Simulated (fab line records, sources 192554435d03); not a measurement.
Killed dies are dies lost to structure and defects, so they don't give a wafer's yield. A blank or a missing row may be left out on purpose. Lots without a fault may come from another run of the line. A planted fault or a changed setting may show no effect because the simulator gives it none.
A struck lot beside a sound one | flow n5_finfet | 41 steps out of a route of 1938
Sound: wafers L454.1, L454.5, L454.6. Struck: wafers L444.1, L444.2, L444.6. The cause comes at the end.
At each step with rows: each side's tool, then ch and its chambers, then its first start. Under that, the readings that differ: sound wafers | struck wafers | difference of the means | sigmas: that difference in standard deviations of wafers without a fault.
alike: readings whose means differ by less than 2 such deviations, and words and numbers that are the same on both sides. not compared: withheld readings, readings that some wafer has no value for, bounds like >300 that may hide the same value, and numbers for which the record gives no deviation and whose values overlap.
The two part at a step that has a row with sigmas, a row that says differs or no value, or rows on one side only. Numbers that don't overlap but have no deviation are shown without sigmas and don't part them. A reading that every wafer of one side lacks parts them only if that side has two wafers or more.

first, 12 steps without rows for these wafers: N5_HKMG_FIN_STRIP_33 (strips in N2/H2); N5_HKMG_FIN_STRIP_34 (strips in CF4); N5_HKMG_FIN_ETCH_35 (etches SOC in N2/H2, target depth 215.8 nm, time 243.4 s); N5_HKMG_FIN_STRIP_92 (strips SOC in N2/H2, time 20 s); N5_HKMG_FIN_WET_ETCH_18 (etches TiN in SC1, time 55 s, target depth 5.2 nm, rinse time 30 s); N5_HKMG_FIN_STRIP_19 (strips in N2/H2, time 360 s); N5_HKMG_FIN_ALD_91 (deposits TiN, target thk 1 nm, pulse time 1 s, purge time 3 s); N5_HKMG_FIN_COAT_85 (time 60 s, resist thk 300 nm); N5_HKMG_FIN_ETCH_86 (etches SOC in N2/H2, stops on TiN, target depth 393.2 nm); N5_HKMG_FIN_STRIP_89 (strips SOC in N2/H2, time 20 s); N5_HKMG_FIN_WET_ETCH_87 (etches TiN in SC1, time 154.2 s, target depth 4.7 nm, rinse time 30 s); N5_HKMG_FIN_STRIP_88 (strips in N2/H2, time 360 s).
N5_HKMG_FIN_NWFM_ALD_20: deposits TiAlC, target thk 2 nm, pulse time 3 s, purge time 2 s.
  sound on ald_metal-03 ch 0,1,3, day 10 02:58; struck on ald_metal-04 ch 0,1,2, day 7 00:42
  reading              | sound                | struck | difference                    | sigmas
  ald_cycles           | 7 7 7                | 6 6 6  | -1                            |
  susceptor_temp_C (C) | 300.38 300.24 300.00 | - - -  | no value on the struck wafers |
  alike: heater_power_w, precursor_pulse_height_rel
then, 26 steps without rows for these wafers: N5_HKMG_FIN_ALD_71 (deposits TiN, target thk 1 nm, pulse time 1 s, purge time 3 s); N5_HKMG_FIN_COAT_66 (time 60 s, resist thk 300 nm); N5_HKMG_FIN_ETCH_67 (etches SOC in N2/H2, stops on TiN, target depth 388.9 nm); N5_HKMG_FIN_STRIP_90 (strips SOC in N2/H2, time 20 s); N5_HKMG_FIN_WET_ETCH_73 (etches the open film in SC1, time 42.3 s, target depth 1.3 nm, rinse time 30 s); N5_HKMG_FIN_ETCHBACK_68 (etches the open film in Cl2/Ar, stops on HfO2, target depth 0.5 nm); N5_HKMG_FIN_STRIP_69 (strips in N2/H2, time 360 s); N5_HKMG_FIN_ALD_21 (deposits TiN, target thk 1.5 nm, pulse time 1 s, purge time 3 s); N5_HKMG_FIN_ALD_72 (deposits W, target thk 2 nm, pulse time 1 s, purge time 2 s); N5_HKMG_FIN_W_FILL_22 (material W, target thk 60 nm, time 18.2 s); N5_HKMG_FIN_PRECLEAN_83 (cleans in DIW, time 57.5 s); N5_HKMG_FIN_SRD_84 (dry time 32 s); N5_HKMG_FIN_CMP_23 (polishes, stops on SiNx, t overpolish 10 s, target thk 46.326 nm); N5_HKMG_FIN_CMP_94 (polishes, stops on SiNx, t overpolish 4.7 s, target thk 43.299 nm); N5_GATE_CUT_ETCHBACK_00 (etches W in SF6/Cl2); N5_GATE_CUT_ETCH_56 (etches TiN in Cl2/Ar, target depth 21.6 nm); N5_GATE_CUT_ETCHBACK_30 (etches TiN in Cl2/Ar, target depth 3 nm); N5_GATE_CUT_VAPOR_ETCH_60 (etches HfO2 in BCl3/Cl2); N5_GATE_CUT_ETCH_58 (etches SiNx in CH3F/O2, target depth 17 nm, time 128.6 s); N5_GATE_CUT_STRIP_59 (strips in N2/H2, time 20 s); N5_GATE_CUT_PRECLEAN_31 (cleans in DIW, time 300 s); N5_GATE_CUT_SRD_32 (time 30 s); N5_GATE_CUT_SAC_CAP_01 (material SiNx, target thk 24 nm, pulse time 1 s, ald cycles 480); N5_GATE_CUT_PECVD_57 (deposits SiNx from SiH4/NH3/N2, target thk 21 nm); N5_GATE_CUT_CMP_02 (polishes, stops on SiO2, t overpolish 12.7 s, target thk 0 nm); N5_GATE_CUT_HM_DEP_46 (deposits SiO2 from TEOS/O2, target thk 130 nm, time 26.6 s).
-- the record jumps here: 4 days lie between the struck wafers' starts before and after (it left off in module GATE_CUT and takes up again in module BEOL_M4, whose first step shown is number 1111 of the route) --
N5_BEOL_M4_RC_MEAS_101:
  sound on prober-02 ch 0, day 14 21:08; struck on prober-01 ch 0, day 10 13:13
  reading             | sound                      | struck                     | difference | sigmas
  IOFF_N (nA/um)      | 0.17 0.15 0.19             | 0.09 0.07 0.07             | -0.09      | -2
  IOFF_N_85C (nA/um)  | 3.3 3.0 3.5                | 1.9 1.6 1.5                | -1.6       | -2
  IOFF_N_LIN (nA/um)  | 0.076 0.071 0.084          | 0.039 0.033 0.032          | -0.042     | -3
  IOFF_N_LONG (nA/um) | 5.61e-05 5.67e-05 5.7e-05  | 3.54e-05 3.64e-05 3.57e-05 | -2.08e-05  | -11
  IOFF_P_LONG (nA/um) | 0.000112 0.000112 0.000101 | 0.000123 0.000125 0.000125 | +0.000016  | +2
  ION_N (uA/um)       | 680 685 685                | 636 626 616                | -57        | -4
  VT_N (mV)           | 250 249 248                | 267 274 274                | +23        | +6
  VT_N_LONG (mV)      | 272.8 272.5 273.4          | 296.9 296.2 297.9          | +24.1      | +14
  VT_N_LVT (mV)       | 96 97 95                   | 116 121 122                | +24        | +6
  VT_P (mV)           | -252 -252 -251             | -240 -243 -245             | +9         | +3
  alike: DIBL_N, DIBL_P, IOFF_P, ION_P, SS_N, SS_P, VT_P_LONG
-- the record jumps here: 5 days lie between the struck wafers' starts before and after (it left off in module BEOL_M4 and takes up again in module PASSIVATION, whose first step shown is number 1936 of the route) --
N5_PASSIVATION_PROBE_49:
  sound on prober-01, day 19 10:19; struck on prober-01, day 15 07:45
  reading              | sound          | struck           | difference | sigmas
  killed_at_M4_up      | 20 22 20       | 11 6 8           | -12        | -2
  sort_bin_8_speed (%) | 0 0 0          | 4.15 19.92 57.80 | +27.29     | +99 or more
  sort_n_pass          | 1084 1064 1049 | 1016 829 371     | -327       | -17
  sort_yield_pct (%)   | 91.9 90.2 88.9 | 86.1 70.3 31.4   | -27.7      | -17
  alike: defect_limited_yield, killed_at_M0_to_M3, killed_at_contacts, killed_at_front_end, killed_at_other, killed_dies, killed_open, killed_short, sort_bin_5_function, sort_bin_6_memory

WHERE THEY PART
First at N5_HKMG_FIN_NWFM_ALD_20; last, within this record, at N5_PASSIVATION_PROBE_49.

WHY: what the simulator had put in
Process parameter drift: ald_metal-04, from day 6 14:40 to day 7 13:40, at N5_HKMG_FIN_NWFM_ALD_20. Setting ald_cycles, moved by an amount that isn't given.
